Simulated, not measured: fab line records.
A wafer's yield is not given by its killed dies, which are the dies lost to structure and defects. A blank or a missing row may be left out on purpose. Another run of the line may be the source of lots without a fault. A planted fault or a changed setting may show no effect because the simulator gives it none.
Which tool was responsible? + flow nand harc + 13 lots with 39 wafers sampled at 6 steps, on a route of 1159 steps

## WHAT THE GAUGES READ, wafer by wafer
NHARC_A_CONTACT_CD_MEAS_08 targets a cd of 100 nm. Usual: cd nm 99.8 nm, standard deviation 0.51.
| lot  | measured     | on        | cd nm (nm)                    | flag |
|------|--------------|-----------|-------------------------------|------|
| L953 | day 17 08:41 | cd sem-03 | 99.3 100.3 99.6               |      |
| L959 | day 19 01:50 | cd sem-03 | 100.7 99.5 100.0              |      |
| L960 | day 19 08:16 | cd sem-02 | 76.0 76.0 76.5 76.1 76.0 76.4 | OFF  |
| L961 | day 19 10:31 | cd sem-02 | 82.0 81.5 82.4 82.8 82.1 82.7 | OFF  |
| L957 | day 19 10:34 | cd sem-01 | 81.5 81.4 81.8 81.4 81.2 81.7 | OFF  |
| L965 | day 19 18:55 | cd sem-03 | 99.4 99.9 99.4                |      |
| L969 | day 21 01:56 | cd sem-03 | 99.3 99.4 99.2                |      |
| L966 | day 21 04:58 | cd sem-02 | 99.7 99.2 100.1               |      |
| L968 | day 21 10:24 | cd sem-02 | 99.9 99.7 99.9                |      |
| L967 | day 21 12:17 | cd sem-03 | 100.1 99.4 99.1               |      |
| L970 | day 21 20:10 | cd sem-02 | 100.5 99.5 100.0              |      |
| L972 | day 22 14:20 | cd sem-03 | 99.8 99.7 99.2                |      |
| L975 | day 22 19:58 | cd sem-03 | 99.0 100.2 99.6               |      |

NHARC_END_SORT_01. Usual: killed at array 25, standard deviation 9.5; killed at other 0.8, standard deviation 1.2; killed at periphery 3.4, standard deviation 2.2; killed dies 29, standard deviation 10; killed open 3.3, standard deviation 1.8; killed short 2.1, standard deviation 1.4.
| lot  | measured     | on        | killed at array | killed at other | killed at periphery | killed dies | killed open | killed short | flag |
|------|--------------|-----------|-----------------|-----------------|---------------------|-------------|-------------|--------------|------|
| L953 | day 20 01:11 | prober-01 | 5 11 8          | 3 2 2           | 1 3 0               | 9 16 10     | 1 4 3       | 1 2 1        |      |
| L959 | day 21 05:53 | prober-02 | 35 35 28        | 1 0 1           | 6 5 1               | 42 40 30    | 5 7 1       | 4 0 0        |      |
| L961 | day 22 18:55 | prober-01 | 16 26 25        | 0 0 0           | 7 9 7               | 23 35 32    | 1 3 4       | 1 1 2        |      |
| L957 | day 21 16:53 | prober-01 | 9 7 10          | 0 1 0           | 5 3 2               | 14 11 12    | 7 4 4       | 2 2 1        |      |
| L965 | day 22 06:58 | prober-02 | 29 26 15        | 0 0 0           | 5 6 4               | 34 32 19    | 6 4 3       | 3 1 3        |      |
| L969 | day 23 08:07 | prober-01 | 27 33 40        | 0 3 4           | 4 6 2               | 31 42 46    | 3 5 4       | 1 4 1        |      |
| L966 | day 23 19:14 | prober-01 | 34 30 25        | 1 4 4           | 1 0 3               | 36 34 32    | 2 1 2       | 4 1 3        |      |
| L968 | day 23 21:16 | prober-02 | 50 35 43        | 2 0 1           | 4 6 6               | 56 41 50    | 5 3 7       | 0 2 1        |      |
| L967 | day 24 03:52 | prober-01 | 13 27 15        | 0 0 0           | 5 7 4               | 18 34 19    | 8 6 5       | 1 3 3        |      |
| L970 | day 24 07:02 | prober-02 | 32 30 37        | 0 0 1           | 2 0 0               | 34 30 38    | 2 3 6       | 5 1 1        |      |
| L972 | day 24 23:42 | prober-01 | 40 45 44        | 0 1 2           | 2 4 9               | 42 50 55    | 1 2 5       | 3 2 1        |      |
| L975 | day 25 02:05 | prober-02 | 20 15 20        | 0 1 1           | 5 3 4               | 25 19 25    | 8 3 4       | 4 2 0        |      |

## TOOL THAT RAN EACH LOT (tool first, then ch and the chambers of the sampled wafers, then the start)
| lot  | NHARC_A_CONTACT_ETCH_128             | NHARC_A_CONTACT_DEP_85          | NHARC_A_CONTACT_EXPOSE_05          | NHARC_A_CONTACT_ETCH_30                       |
|------|--------------------------------------|---------------------------------|------------------------------------|-----------------------------------------------|
| L953 | har cap etch-02 ch 0,1, day 17 02:59 | pecvd-04 ch 0,1, day 17 08:07   | arfi scanner-03 ch 0, day 17 08:32 | rie diel-11 ch 1,2, day 20 01:11 or earlier   |
| L959 | har cap etch-03 ch 0,1, day 18 18:26 | pecvd-04 ch 1,2, day 19 01:07   | arfi scanner-03 ch 0, day 19 01:42 | rie diel-11 ch 1,2,3, day 21 05:53 or earlier |
| L960 | har cap etch-03 ch 0,1, day 19 00:47 | pecvd-04 ch 0,1,2, day 19 07:41 | arfi scanner-03 ch 0, day 19 08:07 | -                                             |
| L961 | har cap etch-01 ch 0,1, day 19 01:43 | pecvd-04 ch 0,1, day 19 08:20   | arfi scanner-03 ch 0, day 19 10:23 | rie diel-11 ch 0,2,3, day 22 18:55 or earlier |
| L957 | har cap etch-01 ch 0,1, day 19 05:28 | pecvd-04 ch 1,2, day 19 09:49   | arfi scanner-03 ch 0, day 19 10:25 | rie diel-11 ch 0,2, day 21 16:53 or earlier   |
| L965 | har cap etch-02 ch 0,1, day 19 14:23 | pecvd-01 ch 0,1, day 19 18:20   | arfi scanner-01 ch 0, day 19 18:46 | rie diel-11 ch 0,1, day 22 06:58 or earlier   |
| L969 | har cap etch-02 ch 0,1, day 20 19:10 | pecvd-02 ch 0,1, day 21 01:14   | arfi scanner-02 ch 0, day 21 01:47 | rie diel-11 ch 0,1, day 23 08:07 or earlier   |
| L966 | har cap etch-03 ch 0,1, day 20 22:05 | pecvd-04 ch 0,1,2, day 21 04:18 | arfi scanner-01 ch 0, day 21 04:50 | rie diel-10 ch 0,3, day 23 19:14 or earlier   |
| L968 | har cap etch-02 ch 0,1, day 21 04:10 | pecvd-01 ch 0,1, day 21 09:42   | arfi scanner-02 ch 0, day 21 10:16 | rie diel-11 ch 2,3, day 23 21:16 or earlier   |
| L967 | har cap etch-03 ch 0,1, day 21 05:31 | pecvd-04 ch 0,1,2, day 21 11:38 | arfi scanner-01 ch 0, day 21 12:09 | rie diel-11 ch 1,2,3, day 24 03:52 or earlier |
| L970 | har cap etch-03 ch 1, day 21 15:52   | pecvd-04 ch 0,1, day 21 19:35   | arfi scanner-01 ch 0, day 21 20:01 | rie diel-11 ch 0,1,3, day 24 07:02 or earlier |
| L972 | har cap etch-01 ch 0,1, day 22 09:54 | pecvd-01 ch 1,2, day 22 13:37   | arfi scanner-01 ch 0, day 22 14:12 | rie diel-11 ch 0,1,2, day 24 23:42 or earlier |
| L975 | har cap etch-01 ch 0,1, day 22 15:04 | pecvd-01 ch 0,1,2, day 22 19:20 | arfi scanner-01 ch 0, day 22 19:50 | rie diel-10 ch 0,2,3, day 25 02:05 or earlier |
- NHARC_A_CONTACT_ETCH_128: etches the open film in C4F8/O2/Ar, time 155 s, target depth 956 nm.
- NHARC_A_CONTACT_DEP_85: deposits SiON, target thk 50 nm.
- NHARC_A_CONTACT_EXPOSE_05: exposes mask A CC.
- NHARC_A_CONTACT_ETCH_30: etches the open film in CF4/CHF3, target depth 60.5 nm, time 30.2 s.

## WHAT THE TOOLS THEMSELVES READ (means of the sampled wafers that have a number; where no wafer has one, the mark that the record gives instead)
NHARC_A_CONTACT_DEP_85. Usual: heater power w 738 W, standard deviation 110.
| lot  | tool     | heater power w (W) | flag |
|------|----------|--------------------|------|
| L953 | pecvd-04 | 666                |      |
| L959 | pecvd-04 | 707                |      |
| L960 | pecvd-04 | 627                |      |
| L961 | pecvd-04 | 573                |      |
| L957 | pecvd-04 | 701                |      |
| L965 | pecvd-01 | 727                |      |
| L969 | pecvd-02 | 775                |      |
| L966 | pecvd-04 | 661                |      |
| L968 | pecvd-01 | 707                |      |
| L967 | pecvd-04 | 666                |      |
| L970 | pecvd-04 | 601                |      |
| L972 | pecvd-01 | 801                |      |
| L975 | pecvd-01 | 793                |      |

NHARC_A_CONTACT_EXPOSE_05. Usual: exposure dose mJ cm2 84.18, standard deviation 0.084.
| lot  | tool            | exposure dose mJ cm2 | flag |
|------|-----------------|----------------------|------|
| L953 | arfi scanner-03 | 84.29                |      |
| L959 | arfi scanner-03 | 84.33                |      |
| L960 | arfi scanner-03 | 56.02                | OFF  |
| L961 | arfi scanner-03 | 61.68                | OFF  |
| L957 | arfi scanner-03 | 61.67                | OFF  |
| L965 | arfi scanner-01 | 84.08                |      |
| L969 | arfi scanner-02 | 84.18                |      |
| L966 | arfi scanner-01 | 84.24                |      |
| L968 | arfi scanner-02 | 84.19                |      |
| L967 | arfi scanner-01 | 84.16                |      |
| L970 | arfi scanner-01 | 84.26                |      |
| L972 | arfi scanner-01 | 84.11                |      |
| L975 | arfi scanner-01 | 84.14                |      |

NHARC_A_CONTACT_ETCH_30. Usual: drypump motor current A 5.5 A, standard deviation 0.33; oes product au 0.928 a.u., standard deviation 0.012; rf vpp V 369.2 V, standard deviation 2.7; showerhead plenum p Torr 1.53 Torr, standard deviation 0.077; throttle valve pct 16.803 %, standard deviation 0.0088.
| lot  | tool        | drypump motor current A (A) | oes product au (a.u.) | rf vpp V (V) | showerhead plenum p Torr (Torr) | throttle valve pct (%) | flag |
|------|-------------|-----------------------------|-----------------------|--------------|---------------------------------|------------------------|------|
| L953 | rie diel-11 | 5.7                         | 0.927                 | 368.0        | 1.46                            | 16.792                 |      |
| L959 | rie diel-11 | 5.6                         | 0.917                 | 367.8        | 1.46                            | 16.804                 |      |
| L961 | rie diel-11 | 5.4                         | 0.922                 | 368.5        | 1.52                            | 16.804                 |      |
| L957 | rie diel-11 | 5.6                         | 0.919                 | 368.4        | 1.52                            | 16.796                 |      |
| L965 | rie diel-11 | 5.3                         | 0.929                 | 370.5        | 1.57                            | 16.804                 |      |
| L969 | rie diel-11 | 5.4                         | 0.966                 | 370.2        | 1.57                            | 16.806                 | OFF  |
| L966 | rie diel-10 | 5.4                         | 0.931                 | 370.5        | 1.58                            | 16.804                 |      |
| L968 | rie diel-11 | 5.6                         | 0.920                 | 367.5        | 1.47                            | 16.791                 |      |
| L967 | rie diel-11 | 5.6                         | 0.921                 | 366.1        | 1.46                            | 16.813                 |      |
| L970 | rie diel-11 | 5.3                         | 0.924                 | 368.6        | 1.51                            | 16.806                 |      |
| L972 | rie diel-11 | 5.6                         | 0.923                 | 368.8        | 1.52                            | 16.804                 |      |
| L975 | rie diel-10 | 5.5                         | 0.924                 | 369.5        | 1.54                            | 16.803                 |      |

## THE ANSWER, worked out from the rows above alone
Rule: take the mean of a lot's wafers that have a number; if it is more than 3 standard deviations from the usual mean, the lot is off. A lot without any number at a reading at which 4 lots or more have one is off too. All remaining lots with rows at the step are treated as sound. After the gauges, taken in route order, come the tools' own readings; for these a lot's mean is taken, as printed above. At the first step where some lot is off, the reading lying furthest off is the one used; lots without a number count as furthest.
Off: L960, L961, L957, at NHARC_A_CONTACT_CD_MEAS_08 (cd nm).
If a tool, at a process step before that reading, ran all the lots that are off and no sound lot after the first of them, it fits. Not tried: the gauges at NHARC_A_CONTACT_CD_MEAS_08; whatever is off there is also off at NHARC_A_CONTACT_EXPOSE_05, on other tools, and gauge error can't account for it. One candidate fits, namely arfi scanner-03 at NHARC_A_CONTACT_EXPOSE_05. Its last sound lot is L959 (day 19 01:42), its first lot that is off L960 (day 19 08:07): a fault that began between those two fits.
The tool's own readings at NHARC_A_CONTACT_EXPOSE_05 bear it out: on the lots that are off they differ by more than 5 times the standard deviation of the sound lots' means. exposure dose mJ cm2 reads 59.79 there against 84.20 on the sound lots.

## WHAT THE SIMULATOR HAD PUT IN
Process parameters drifting: arfi scanner-03 at NHARC_A_CONTACT_EXPOSE_05, beginning at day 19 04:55. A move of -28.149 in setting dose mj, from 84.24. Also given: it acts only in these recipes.
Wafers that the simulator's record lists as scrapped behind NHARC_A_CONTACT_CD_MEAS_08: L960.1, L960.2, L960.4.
Shown lots that were struck: L960, L961, L957. The rule above found the same.
